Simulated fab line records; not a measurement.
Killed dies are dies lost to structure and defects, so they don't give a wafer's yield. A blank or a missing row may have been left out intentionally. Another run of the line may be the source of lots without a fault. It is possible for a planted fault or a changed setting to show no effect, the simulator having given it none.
Comparing a struck lot with a sound one -- flow nand_harc -- 12 steps out of a route of 1302
Sound: these wafers, L898.2, L898.3, L898.6. Struck: wafer L892.3 (left out: L892.2, L892.4 of the same lot, which were not struck); the cause appears at the end.
For every step that has rows: the tool of each side, followed by ch and its chambers, followed by its first start. Under that, the readings that differ: sound wafers -- struck wafers -- difference of the means -- sigmas: that difference in standard deviations of wafers without a fault.
alike: words and numbers the same on both sides, and readings whose means are apart by under 2 such deviations; not compared: readings that were withheld, readings missing a value for some wafer, numbers with overlapping values and no deviation given by the record, and bounds like >300 which may hide the same value.
A row with sigmas, a row that says differs or no value, or rows on one side alone: a step with any of these is where the two part. Numbers that have no deviation but don't overlap get no sigmas and don't part them. A reading that every wafer of one side lacks parts them only if that side has two wafers or more.

first, 9 steps without rows for these wafers: NHARC_A_STAIRCASE_DEHYDRATE_433 (time 120 s); NHARC_A_STAIRCASE_HMDS_434 (time 30 s); NHARC_A_STAIRCASE_COAT_435; NHARC_A_STAIRCASE_SOFTBAKE_436 (time 170 s); NHARC_A_STAIRCASE_EBR_437; NHARC_A_STAIRCASE_EXPOSE_438 (exposes mask STAIR REV); NHARC_A_STAIRCASE_PEB_439 (peb time 130 s); NHARC_A_STAIRCASE_DEVELOP_440 (time 140 s); NHARC_A_STAIRCASE_HARDBAKE_442 (time 140 s).
NHARC_A_STAIRCASE_DESCUM_443: chemistry O2, time 3 s.
  sound on rie_diel-12 ch 0,1,3, day 27 19:45; struck on rie_diel-09 ch 1, day 24 23:07
  alike: drypump_motor_current_A, mfc_ar_sccm, oes_product_au, rf_vpp_V, showerhead_plenum_p_Torr, throttle_valve_pct
  not compared: rf_hours_counter_h
NHARC_A_STAIRCASE_ETCH_444: etches the open film in C4F8/O2, target depth 20400 nm, time 6800 s.
  sound on rie_diel-12 ch 0,1,2, day 27 20:19; struck on rie_diel-09 ch 2, day 24 23:18
reading,sound,struck,difference,sigmas
run_length_s (s),6820.7 6821.3 6820.4,5796.1,-1024.7,-99 or more
  alike: oes_product_au, rf_vpp_V
  not compared: rf_hours_counter_h
-- jump in the record: it breaks off in module A_STAIRCASE and resumes in module END (first step shown: number 1302 of the route), and 6 days separate the struck wafers' starts before and after --
NHARC_END_SORT_01:
  here the record holds rows for the struck wafers (prober-01 ch 0, day 30 22:27) but none for the sound ones

WHERE THEY PART
Earliest at NHARC_A_STAIRCASE_ETCH_444; latest, in this record, at NHARC_END_SORT_01.

WHY: whatever the simulator had introduced
rie_diel-09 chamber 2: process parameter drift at NHARC_A_STAIRCASE_ETCH_444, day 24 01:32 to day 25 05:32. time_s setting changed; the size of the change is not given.
